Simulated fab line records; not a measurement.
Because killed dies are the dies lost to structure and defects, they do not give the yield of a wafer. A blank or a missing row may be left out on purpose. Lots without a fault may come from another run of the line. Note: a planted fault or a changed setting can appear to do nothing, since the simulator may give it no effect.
Split-lot experiment    flow n5_finfet    21 wafers read from 7 lots, route of 1938 steps

THE SPLIT ITSELF
At N5_BEOL_M7_DESCUM_33 (chemistry O2, time 7 s), the setting time_s was moved away from the recipe's 7 s on 10 of the 21 wafers read, by -8.3% to +19.6%. The other wafers ran this setting at the recipe's value.

The file shows no step between the split and the reading.

THE READING
CAR-EUV_of_BEOL_M7_COAT_22.thk_nm (the simulator's own value, which no gauge read), in nm, at N5_BEOL_M7_ETCH_72 (etches underlayer in N2/H2, target depth 6.5 nm, time 5.2 s). There is no usual value for it anywhere in the file. Across the 11 wafers here that went through the recipe, the average is 20.3 nm and the standard deviation 0.096 nm.

wafer   tool, chamber at the split  time_s as run, s  against the recipe  CAR-EUV_of_BEOL_M7_COAT_22.thk_nm, nm  against lot-mates on the recipe
L074.2  rie_diel-02, 1              7                 recipe              20.4                                   -
L074.3  rie_diel-02, 2              8.118             +16.0%              19.8                                   -0.6
L074.5  rie_diel-02, 2              8.118             +16.0%              19.8                                   -0.6
L083.2  rie_diel-04, 2              7                 recipe              20.2                                   -
L083.4  rie_diel-04, 0              7.483             +6.9%               20                                     -0.2
L083.6  rie_diel-04, 3              7.483             +6.9%               20.2                                   +0.0
L082.2  rie_diel-04, 2,3            8.372             +19.6%              19.6                                   -0.8
L082.4  rie_diel-04, 2,3            8.372             +19.6%              19.8                                   -0.6
L082.6  rie_diel-04, 2              7                 recipe              20.4                                   -
L089.3  rie_diel-04, 0,1            7                 recipe              20.4                                   -
L089.5  rie_diel-04, 0,1            7                 recipe              20.4                                   -
L089.4  rie_diel-04, 2              7                 recipe              20.2                                   -
L087.2  rie_diel-03, 2              7                 recipe              20.4                                   -
L087.5  rie_diel-03, 2,1            6.599             -5.7%               20.6                                   +0.2
L087.6  rie_diel-03, 2,1            6.599             -5.7%               20.6                                   +0.2
L091.2  rie_diel-02, 1,0,2          7                 recipe              20.2                                   -
L091.3  rie_diel-02, 1,0,2          7                 recipe              20.4                                   -
L091.4  rie_diel-02, 1,0,2          7                 recipe              20.4                                   -
L095.1  rie_diel-04, 1              6.419             -8.3%               20.6                                   +0.4
L095.6  rie_diel-04, 1              6.419             -8.3%               20.6                                   +0.4
L095.5  rie_diel-04, 2              7                 recipe              20.2                                   -
Rows listing several chambers each stand for several wafers; the file does not say which wafer went through which chamber.

FIT RESULTS
A straight line over all 21 wafers: CAR-EUV_of_BEOL_M7_COAT_22.thk_nm changes by -0.0335 nm for each +1% of time_s; r = -0.95; the points scatter about the line by 0.09 nm.
The same after taking each lot's own level away (the mean of its wafers on the recipe; 21 wafers): -0.037 nm for each +1%; r = -0.96; scatter 0.088 nm.
The reading moves by 0.72 nm for the largest change in time_s, on that fit.
Across the lots, their own levels run from 20.20 to 20.40 nm, a range of 2.1 times the standard deviation given above.
The two slopes agree, so the slope changes little with the lot-to-lot level.
Check: -0.667 nm against its lot-mates is what the line predicts for one of the wafers moved furthest among these (+19.6%) when that wafer is left out of the fit. Against them it came out at -0.8 nm.

OTHER SPLITS APPLIED TO THESE WAFERS
These wafers also went through other splits before the reading. Each is held against what the fit with the lots' levels taken away leaves over:
other split on the same wafers  wafers away from the commonest value  r with CAR-EUV_of_BEOL_M7_COAT_22.thk_nm (lot level and that fit taken away)
N5_BEOL_M6_COAT_22 spin_rpm     8                                     +0.08

THE WHOLE CHAIN: every reading that the file lists as answering this split, in the file's order
step                  what it does                                                 reading                                                                             change (the file's fit)                 r (the file's)
N5_BEOL_M7_DESCUM_33  chemistry O2, time 7 s                                       CAR-EUV_of_BEOL_M7_COAT_22.thk_nm (the simulator's own value, which no gauge read)  -0.0355 nm for each +1% of the setting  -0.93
N5_BEOL_M7_ETCH_72    etches underlayer in N2/H2, target depth 6.5 nm, time 5.2 s  CAR-EUV_of_BEOL_M7_COAT_22.thk_nm (the simulator's own value, which no gauge read)  -0.0361 nm for each +1% of the setting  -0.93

FILE'S OWN FIT
CAR-EUV_of_BEOL_M7_COAT_22.thk_nm changes by -0.0361 nm for each +1% of time_s, r = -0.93.
